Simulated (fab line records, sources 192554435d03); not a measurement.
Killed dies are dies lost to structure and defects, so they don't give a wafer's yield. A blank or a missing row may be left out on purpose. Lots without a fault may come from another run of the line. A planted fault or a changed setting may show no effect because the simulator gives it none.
One fault seen from 3 desks | flow n5_finfet | each desk has only its own numbers; what lay behind them comes last

THE TOOL OWNER'S DESK: implanter-02
The tool's own readings at N5_WELL_APT_IMPLANT_15: means of the sampled wafers that have a number, for each lot that ran on this tool. A lot is out of limits, marked OUT, if its mean lies more than 4 standard deviations from the usual mean; the brackets give that distance.
Columns: A = beam_energy_keV at N5_WELL_APT_IMPLANT_15, usual 24.998; B = tilt_deg at N5_WELL_APT_IMPLANT_15, usual 0.002 degrees
lot  | first seen here | A                        | B
L593 | day 1 20:05     | 24.998                   | -0.010
L601 | day 3 20:08     | 25.000                   | 0.010
L602 | day 4 02:44     | 29.753 (+99 or more) OUT | -0.011
L604 | day 4 14:18     | 29.780 (+99 or more) OUT | 0.016
L615 | day 7 08:02     | 25.000                   | -0.009
This desk's finding: out of limits on L602, L604; first on L602, day 4 02:44 (beam_energy_keV at N5_WELL_APT_IMPLANT_15). In limits: L593, L601, L615.

THE DEFECT DESK
What the inspections along the route counted, lot by lot: means of the sampled wafers that have a number. A lot is out of limits, marked OUT, if its mean lies more than 4 standard deviations from the usual mean; the brackets give that distance.
Columns: A = raw_defect_count at N5_ZERO_LAYER_INSPECT_20, usual 33
lot  | first seen here | A
L593 | day 1 19:18     | 51
L594 | day 2 01:16     | 24
L597 | day 2 19:34     | 29
L598 | day 3 01:15     | 41
L599 | day 3 07:23     | 30
L601 | day 3 19:23     | 20
L602 | day 4 02:00     | 36
L604 | day 4 13:19     | 22
L613 | day 6 19:23     | 26
L614 | day 7 01:16     | 21
L615 | day 7 07:20     | 32
This desk's finding: nothing out of limits on any of the 11 lots.

THE METROLOGY DESK
What the gauges read, lot by lot, whatever tool the lot ran on: means of the sampled wafers that have a number. A lot is out of limits, marked OUT, if its mean lies more than 4 standard deviations from the usual mean; the brackets give that distance. Of its 11 readings 7 are shown: those that lie furthest out on some lot.
Columns: A = DIBL_N at N5_BEOL_M4_RC_MEAS_101, usual 36.3 mV/V; B = DIBL_P at N5_BEOL_M4_RC_MEAS_101, usual 36.2 mV/V; C = IOFF_N at N5_BEOL_M4_RC_MEAS_101, usual 0.16 nA/um; D = IOFF_P at N5_BEOL_M4_RC_MEAS_101, usual 0.21 nA/um; E = ION_N at N5_BEOL_M4_RC_MEAS_101, usual 673 uA/um; F = SS_N at N5_BEOL_M4_RC_MEAS_101, usual 71.6 mV/dec; G = VT_N at N5_BEOL_M4_RC_MEAS_101, usual 251 mV
lot  | first seen here | A    | B    | C    | D    | E   | F    | G
L593 | day 1 20:49     | 37.2 | 36.8 | 0.15 | 0.22 | 675 | 71.2 | 252
L594 | day 2 02:50     | 34.2 | 34.8 | 0.14 | 0.17 | 662 | 71.2 | 254
L597 | day 2 21:01     | 34.1 | 34.1 | 0.13 | 0.20 | 667 | 70.6 | 253
L598 | day 3 02:50     | 39.8 | 39.6 | 0.25 | 0.28 | 682 | 72.5 | 245
L599 | day 3 09:39     | 35.5 | 34.8 | 0.13 | 0.17 | 662 | 71.3 | 254
L601 | day 3 21:00     | 36.1 | 37.0 | 0.16 | 0.20 | 665 | 71.3 | 248
L602 | day 4 03:27     | 35.5 | 35.8 | 0.16 | 0.19 | 684 | 71.9 | 250
L604 | day 4 15:05     | 35.8 | 38.1 | 0.16 | 0.22 | 677 | 71.6 | 249
L613 | day 6 21:18     | 37.5 | 36.3 | 0.16 | 0.20 | 678 | 71.4 | 250
L614 | day 7 02:58     | 36.1 | 35.4 | 0.13 | 0.17 | 663 | 71.1 | 253
L615 | day 7 08:55     | 38.7 | 40.4 | 0.22 | 0.27 | 697 | 72.5 | 245
This desk's finding: nothing out of limits on any of the 11 lots.

PUT TOGETHER
The tool owner's desk could have raised an alarm at day 4 02:44, on L602, L604.
The defect desk saw nothing out of limits.
The metrology desk saw nothing out of limits.
The defect desk has L602, L604 on record, within its limits.
The metrology desk has L602, L604 on record, within its limits.
Of the lots named, all ran N5_WELL_APT_IMPLANT_15 on implanter-02.

WHAT THE SIMULATOR HAD PUT IN
Process parameter drift: implanter-02, from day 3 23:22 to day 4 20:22, at N5_WELL_APT_IMPLANT_15. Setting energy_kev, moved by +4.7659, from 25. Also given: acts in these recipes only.
Lots struck among those shown: L602, L604.
Hours from the fault's start to each desk's first reading out of limits: the tool owner's desk, 3.
